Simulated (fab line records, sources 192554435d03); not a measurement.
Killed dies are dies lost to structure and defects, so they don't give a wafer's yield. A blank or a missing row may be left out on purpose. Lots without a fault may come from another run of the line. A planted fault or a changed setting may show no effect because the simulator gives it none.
Which tool did it? | flow n5_finfet | 23 lots, 69 wafers sampled, at 5 steps of a route of 1938

WHAT THE GAUGES READ, wafer by wafer
N5_BEOL_M0_RS_MEAS_126: measures by four-point-probe.
lot  | measured     | on            | M0_RS (ohm/sq)
L074 | day 5 23:44  | film_metro-01 | 0.547 0.530 0.531
L075 | day 6 08:37  | film_metro-01 | 0.539 0.531 0.512
L076 | day 6 14:07  | film_metro-01 | 0.535 0.538 0.517
L077 | day 7 00:35  | film_metro-01 | 0.540 0.527 0.525
L078 | day 7 03:01  | film_metro-01 | 0.496 0.510 0.538
L079 | day 7 11:01  | film_metro-02 | 0.552 0.535 0.546
L080 | day 7 17:59  | film_metro-02 | 0.548 0.554 0.527
L081 | day 7 21:59  | film_metro-02 | 0.544 0.540 0.528
L082 | day 7 23:29  | film_metro-02 | 0.521 0.513 0.525
L083 | day 8 07:14  | film_metro-01 | 0.546 0.522 0.526
L084 | day 8 15:19  | film_metro-02 | 0.549 0.519 0.527
L085 | day 8 21:23  | film_metro-02 | 0.532 0.524 0.496
L086 | day 9 03:18  | film_metro-02 | 0.525 0.527 0.528
L087 | day 9 08:40  | film_metro-02 | 0.524 0.549 0.522
L088 | day 9 14:22  | film_metro-01 | 0.526 0.517 0.497
L089 | day 9 16:37  | film_metro-01 | 0.543 0.498 0.531
L090 | day 10 00:34 | film_metro-01 | 0.525 0.532 0.528
L091 | day 10 19:15 | film_metro-01 | 0.504 0.518 0.500
L093 | day 10 17:04 | film_metro-02 | 0.497 0.480 0.483
L092 | day 11 05:46 | film_metro-02 | 0.548 0.549 0.534
L095 | day 11 07:18 | film_metro-01 | 0.551 0.543 0.506
L096 | day 11 12:50 | film_metro-02 | 0.533 0.558 0.540
L097 | day 11 19:53 | film_metro-02 | 0.547 0.511 0.523

WHICH TOOL RAN EACH LOT (tool, then ch and the chambers of the sampled wafers, then the start)
lot  | N5_BEOL_M0_SAQP_STRIP_75           | N5_BEOL_M0_STRIP_104               | N5_BEOL_M0_ETCH_128                | N5_BEOL_M0_ANNEAL_117
L074 | rie_diel-03 ch 2,3, day 5 17:35    | rie_diel-02 ch 1,3, day 5 20:16    | rie_diel-02 ch 1,2, day 5 20:25    | pvd_sputter-02, day 5 22:03
L075 | rie_diel-03 ch 1,3, day 5 22:37    | rie_diel-04 ch 0,1,2, day 6 02:11  | rie_diel-01 ch 0,2, day 6 03:58    | pvd_sputter-03, day 6 07:13
L076 | rie_diel-03 ch 1,2, day 6 07:50    | rie_diel-01 ch 0,2,3, day 6 10:42  | rie_diel-04 ch 0,2,3, day 6 10:49  | pvd_sputter-02, day 6 12:40
L077 | rie_diel-06 ch 0,2,3, day 6 17:04  | rie_diel-02 ch 1,2, day 6 19:43    | rie_diel-02 ch 1,2, day 6 20:13    | pvd_sputter-03, day 6 23:15
L078 | rie_diel-03 ch 0,1, day 6 19:37    | rie_diel-01 ch 0,3, day 6 23:25    | rie_diel-02 ch 1,2, day 6 23:37    | pvd_sputter-01, day 7 01:41
L079 | rie_diel-05 ch 1,2,3, day 7 05:58  | rie_diel-04 ch 0,2,3, day 7 07:21  | rie_diel-04 ch 0,1,3, day 7 07:28  | pvd_sputter-01, day 7 09:16
L080 | rie_diel-03 ch 0,2,3, day 7 11:27  | rie_diel-02 ch 1,2,3, day 7 13:09  | rie_diel-04 ch 0,2,3, day 7 13:51  | pvd_sputter-01, day 7 16:38
L081 | rie_diel-06 ch 0,1,2, day 7 14:07  | rie_diel-04 ch 2,3, day 7 16:42    | rie_diel-01 ch 0,2,3, day 7 17:26  | pvd_sputter-03, day 7 20:37
L082 | rie_diel-03 ch 1,2, day 7 19:19    | rie_diel-02 ch 2,3, day 7 20:36    | rie_diel-04 ch 0,1,3, day 7 20:44  | pvd_sputter-02, day 7 22:08
L083 | rie_diel-06 ch 1,3, day 7 23:05    | rie_diel-02 ch 0,1,3, day 8 01:14  | rie_diel-01 ch 0,2, day 8 01:32    | pvd_sputter-02, day 8 05:53
L084 | rie_diel-03 ch 0,2,3, day 8 08:23  | rie_diel-04 ch 0,1,3, day 8 10:29  | rie_diel-02 ch 1,2,3, day 8 11:08  | pvd_sputter-01, day 8 13:59
L085 | rie_diel-05 ch 0,1,2, day 8 13:26  | rie_diel-02 ch 0,1,2, day 8 16:52  | rie_diel-04 ch 0,2,3, day 8 17:05  | pvd_sputter-02, day 8 20:04
L086 | rie_diel-03 ch 0,1,2, day 8 21:14  | rie_diel-04 ch 0,1,2, day 8 23:42  | rie_diel-01 ch 0,2,3, day 9 00:08  | pvd_sputter-03, day 9 01:55
L087 | rie_diel-03 ch 0,1,2, day 9 03:24  | rie_diel-02 ch 1,3, day 9 04:50    | rie_diel-02 ch 0,1,2, day 9 04:57  | pvd_sputter-03, day 9 07:17
L088 | rie_diel-05 ch 0,2, day 9 06:54    | rie_diel-02 ch 1,3, day 9 11:07    | rie_diel-02 ch 1,2,3, day 9 11:14  | pvd_sputter-01, day 9 13:01
L089 | rie_diel-03 ch 0,2, day 9 11:52    | rie_diel-04 ch 0,1,2, day 9 13:08  | rie_diel-04 ch 1,2, day 9 13:22    | pvd_sputter-01, day 9 15:17
L090 | rie_diel-06 ch 2,3, day 9 15:17    | rie_diel-02 ch 0,3, day 9 17:40    | rie_diel-02 ch 0,2,3, day 9 18:02  | pvd_sputter-01, day 9 22:16
L091 | rie_diel-06 ch 1,2, day 10 11:37   | rie_diel-02 ch 0,1, day 10 14:44   | rie_diel-04 ch 0,1, day 10 14:56   | pvd_sputter-02, day 10 17:52
L093 | rie_diel-05 ch 0,1,2, day 10 12:03 | rie_diel-04 ch 0,1,3, day 10 13:49 | rie_diel-04 ch 0,3, day 10 13:56   | pvd_sputter-01, day 10 15:31
L092 | rie_diel-03 ch 0,1,3, day 10 22:16 | rie_diel-01 ch 0,1,3, day 11 00:29 | rie_diel-02 ch 1,2,3, day 11 00:50 | pvd_sputter-02, day 11 03:53
L095 | rie_diel-03 ch 1,2,3, day 11 00:13 | rie_diel-04 ch 2,3, day 11 03:33   | rie_diel-04 ch 0,3, day 11 04:04   | pvd_sputter-03, day 11 05:38
L096 | rie_diel-05 ch 0,1,2, day 11 06:42 | rie_diel-04 ch 0,2,3, day 11 09:58 | rie_diel-04 ch 1,2, day 11 10:06   | pvd_sputter-02, day 11 11:29
L097 | rie_diel-03 ch 0,1, day 11 11:51   | rie_diel-01 ch 1,2, day 11 16:10   | rie_diel-02 ch 0,2,3, day 11 16:17 | pvd_sputter-01, day 11 18:33
- N5_BEOL_M0_SAQP_STRIP_75: strips in CF4.
- N5_BEOL_M0_STRIP_104: strips in N2/H2.
- N5_BEOL_M0_ETCH_128: etches SiCN in CF4/N2, target depth 12 nm, overetch 5.1 nm, time 21.4 s.
- N5_BEOL_M0_ANNEAL_117: time 60 s.

WHAT THE TOOLS THEMSELVES READ (means of the sampled wafers that have a number; where no wafer has one, the mark that the record gives instead)
N5_BEOL_M0_SAQP_STRIP_75.
lot  | tool        | chamber_pressure_mTorr (mTorr) | drypump_motor_current_A (A) | oes_product_au (a.u.) | rf_vpp_V (V) | showerhead_plenum_p_Torr (Torr) | throttle_valve_pct (%)
L074 | rie_diel-03 | 50.00                          | 5.62                        | 0.201                 | 272.1        | 1.85                            | 13.34
L075 | rie_diel-03 | 49.98                          | 6.04                        | 0.175                 | 272.0        | 1.81                            | 13.37
L076 | rie_diel-03 | 49.95                          | 5.92                        | 0.201                 | 273.3        | 1.89                            | 13.23
L077 | rie_diel-06 | 49.99                          | 5.92                        | 0.179                 | 270.8        | 1.77                            | 13.52
L078 | rie_diel-03 | 49.98                          | 5.86                        | 0.195                 | 272.0        | 1.85                            | 13.34
L079 | rie_diel-05 | 50.03                          | 5.84                        | 0.178                 | 271.1        | 1.80                            | 13.73
L080 | rie_diel-03 | 50.04                          | 5.59                        | 0.206                 | 271.0        | 1.83                            | 13.41
L081 | rie_diel-06 | 50.03                          | 5.78                        | 0.172                 | 270.9        | 1.81                            | 13.73
L082 | rie_diel-03 | 50.02                          | 6.10                        | 0.182                 | 272.2        | 1.87                            | 13.27
L083 | rie_diel-06 | 50.03                          | 5.56                        | 0.179                 | 272.6        | 1.83                            | 13.49
L084 | rie_diel-03 | 50.03                          | 5.59                        | 0.201                 | 272.0        | 1.82                            | 13.43
L085 | rie_diel-05 | 50.00                          | 5.87                        | 0.185                 | 271.3        | 1.80                            | 13.64
L086 | rie_diel-03 | 50.00                          | 5.89                        | 0.190                 | 271.8        | 1.86                            | 13.32
L087 | rie_diel-03 | 50.00                          | 5.88                        | 0.193                 | 272.9        | 1.86                            | 13.33
L088 | rie_diel-05 | 49.95                          | 5.91                        | 0.182                 | 269.9        | 1.75                            | 13.65
L089 | rie_diel-03 | 50.00                          | 5.64                        | 0.205                 | 272.0        | 1.86                            | 13.38
L090 | rie_diel-06 | 49.99                          | 5.85                        | 0.180                 | 270.8        | 1.77                            | 13.56
L091 | rie_diel-06 | 49.99                          | 5.69                        | 0.169                 | 271.9        | 1.81                            | 13.77
L093 | rie_diel-05 | 50.03                          | 5.87                        | 0.174                 | 270.4        | 1.80                            | 13.68
L092 | rie_diel-03 | 49.99                          | 5.79                        | 0.181                 | 271.5        | 1.80                            | 13.50
L095 | rie_diel-03 | 49.94                          | 5.81                        | 0.183                 | 272.6        | 1.82                            | 13.45
L096 | rie_diel-05 | 50.02                          | 5.86                        | 0.174                 | 271.4        | 1.80                            | 13.68
L097 | rie_diel-03 | 50.01                          | 5.87                        | 0.184                 | 272.3        | 1.84                            | 13.42

N5_BEOL_M0_STRIP_104.
lot  | tool        | chamber_pressure_mTorr (mTorr) | drypump_motor_current_A (A) | oes_product_au (a.u.) | rf_vpp_V (V) | showerhead_plenum_p_Torr (Torr) | throttle_valve_pct (%)
L074 | rie_diel-02 | 20.02                          | 6.1                         | 0.79                  | 58.1         | 2.51                            | 23.3
L075 | rie_diel-04 | 20.00                          | 5.4                         | 0.88                  | 59.0         | 2.51                            | 23.6
L076 | rie_diel-01 | 19.98                          | 6.0                         | 0.82                  | 58.4         | 2.50                            | 23.6
L077 | rie_diel-02 | 19.96                          | 5.8                         | 0.87                  | 60.5         | 2.48                            | 24.0
L078 | rie_diel-01 | 19.98                          | 6.2                         | 0.83                  | 58.9         | 2.46                            | 23.4
L079 | rie_diel-04 | 19.97                          | 5.5                         | 0.88                  | 59.9         | 2.54                            | 23.3
L080 | rie_diel-02 | 19.98                          | 5.9                         | 0.81                  | 58.4         | 2.52                            | 23.7
L081 | rie_diel-04 | 19.99                          | 5.2                         | 0.87                  | 60.2         | 2.57                            | 23.4
L082 | rie_diel-02 | 20.00                          | 5.8                         | 0.81                  | 61.2         | 2.60                            | 23.6
L083 | rie_diel-02 | 20.02                          | 5.8                         | 0.75                  | 58.3         | 2.53                            | 23.5
L084 | rie_diel-04 | 19.98                          | 5.7                         | 0.83                  | 56.6         | 2.50                            | 23.6
L085 | rie_diel-02 | 20.01                          | 5.7                         | 0.77                  | 58.7         | 2.48                            | 23.8
L086 | rie_diel-04 | 19.99                          | 5.4                         | 0.83                  | 57.5         | 2.50                            | 23.7
L087 | rie_diel-02 | 19.99                          | 6.0                         | 0.75                  | 60.1         | 2.50                            | 23.4
L088 | rie_diel-02 | 20.00                          | 6.1                         | 0.75                  | 59.0         | 2.50                            | 23.4
L089 | rie_diel-04 | 20.00                          | 5.4                         | 0.82                  | 61.5         | 2.50                            | 23.7
L090 | rie_diel-02 | 20.03                          | 5.4                         | 0.71                  | 60.4         | 2.57                            | 23.6
L091 | rie_diel-02 | 20.03                          | 5.5                         | 0.71                  | 59.2         | 2.48                            | 23.7
L093 | rie_diel-04 | 20.02                          | 5.7                         | 0.80                  | 60.4         | 2.49                            | 23.7
L092 | rie_diel-01 | 19.96                          | 5.8                         | 0.82                  | 59.4         | 2.52                            | 23.4
L095 | rie_diel-04 | 20.00                          | 5.2                         | 0.84                  | 57.5         | 2.56                            | 23.4
L096 | rie_diel-04 | 19.99                          | 5.5                         | 0.82                  | 58.4         | 2.53                            | 23.4
L097 | rie_diel-01 | 19.96                          | 5.4                         | 0.79                  | 60.7         | 2.60                            | 23.7

N5_BEOL_M0_ETCH_128.
lot  | tool        | chamber_pressure_mTorr (mTorr) | drypump_motor_current_A (A) | oes_product_au (a.u.) | rf_vpp_V (V) | showerhead_plenum_p_Torr (Torr) | throttle_valve_pct (%)
L074 | rie_diel-02 | 40.01                          | 6.0                         | 0.57                  | 380.6        | 2.14                            | 15.47
L075 | rie_diel-01 | 40.01                          | 5.9                         | 0.56                  | 382.2        | 2.20                            | 15.35
L076 | rie_diel-04 | 39.96                          | 5.4                         | 0.62                  | 382.2        | 2.23                            | 15.25
L077 | rie_diel-02 | 40.00                          | 5.8                         | 0.59                  | 380.6        | 2.16                            | 15.49
L078 | rie_diel-02 | 40.03                          | 6.0                         | 0.56                  | 381.2        | 2.14                            | 15.50
L079 | rie_diel-04 | 39.99                          | 5.7                         | 0.58                  | 381.6        | 2.18                            | 15.36
L080 | rie_diel-04 | 40.02                          | 5.4                         | 0.61                  | 382.3        | 2.22                            | 15.27
L081 | rie_diel-01 | 39.96                          | 6.0                         | 0.55                  | 380.6        | 2.17                            | 15.38
L082 | rie_diel-04 | 40.02                          | 5.7                         | 0.58                  | 381.4        | 2.18                            | 15.37
L083 | rie_diel-01 | 40.00                          | 5.8                         | 0.55                  | 382.1        | 2.20                            | 15.41
L084 | rie_diel-02 | 40.01                          | 5.9                         | 0.55                  | 383.3        | 2.20                            | 15.39
L085 | rie_diel-04 | 39.99                          | 5.5                         | 0.59                  | 382.6        | 2.22                            | 15.29
L086 | rie_diel-01 | 40.04                          | 6.0                         | 0.55                  | 380.6        | 2.16                            | 15.40
L087 | rie_diel-02 | 40.00                          | 5.7                         | 0.53                  | 381.3        | 2.16                            | 15.56
L088 | rie_diel-02 | 40.00                          | 5.9                         | 0.53                  | 381.6        | 2.19                            | 15.41
L089 | rie_diel-04 | 39.97                          | 5.2                         | 0.55                  | 380.4        | 2.16                            | 15.36
L090 | rie_diel-02 | 40.05                          | 5.6                         | 0.53                  | 382.3        | 2.22                            | 15.43
L091 | rie_diel-04 | 40.00                          | 5.9                         | 0.55                  | 380.8        | 2.15                            | 15.43
L093 | rie_diel-04 | 40.02                          | 5.7                         | 0.57                  | 382.8        | 2.21                            | 15.39
L092 | rie_diel-02 | 40.00                          | 5.9                         | 0.53                  | 381.8        | 2.19                            | 15.43
L095 | rie_diel-04 | 39.97                          | 5.7                         | 0.58                  | 382.5        | 2.21                            | 15.40
L096 | rie_diel-04 | 40.00                          | 5.0                         | 0.57                  | 383.3        | 2.19                            | 15.30
L097 | rie_diel-02 | 40.02                          | 5.6                         | 0.52                  | 382.2        | 2.21                            | 15.47

N5_BEOL_M0_ANNEAL_117.
lot  | tool           | heater_power_w (W)
L074 | pvd_sputter-02 | 806
L075 | pvd_sputter-03 | 799
L076 | pvd_sputter-02 | 777
L077 | pvd_sputter-03 | 932
L078 | pvd_sputter-01 | 814
L079 | pvd_sputter-01 | 799
L080 | pvd_sputter-01 | 819
L081 | pvd_sputter-03 | 842
L082 | pvd_sputter-02 | 800
L083 | pvd_sputter-02 | 812
L084 | pvd_sputter-01 | 779
L085 | pvd_sputter-02 | 812
L086 | pvd_sputter-03 | 801
L087 | pvd_sputter-03 | 873
L088 | pvd_sputter-01 | 850
L089 | pvd_sputter-01 | 777
L090 | pvd_sputter-01 | 817
L091 | pvd_sputter-02 | 766
L093 | pvd_sputter-01 | 799
L092 | pvd_sputter-02 | 807
L095 | pvd_sputter-03 | 847
L096 | pvd_sputter-02 | 736
L097 | pvd_sputter-01 | 840

THE ANSWER, worked out from the rows above alone
Rule: what is usual is taken from the lots themselves. Put in order of their means at a reading, lots are off if they are a third of the lots or fewer, leave a main group of 4 or more, and stand apart from it by a gap of 3 or more times the standard deviation of the main group's means; of several such gaps the widest counts. A main group whose means are all the same, to the digits that the tables above print for the reading, isn't used. A lot without any number at a reading at which 4 lots or more have one is off too. The other lots that the step has rows for count as sound. The gauges are gone through in route order, then the tools' own readings, and for those a lot's mean is taken as printed above. The first step at which some lot is off is used, and at that step the reading that is off furthest; a lot without a number counts as furthest.
No lot is off at any reading shown: from this, nothing can be told.

WHAT THE SIMULATOR HAD PUT IN
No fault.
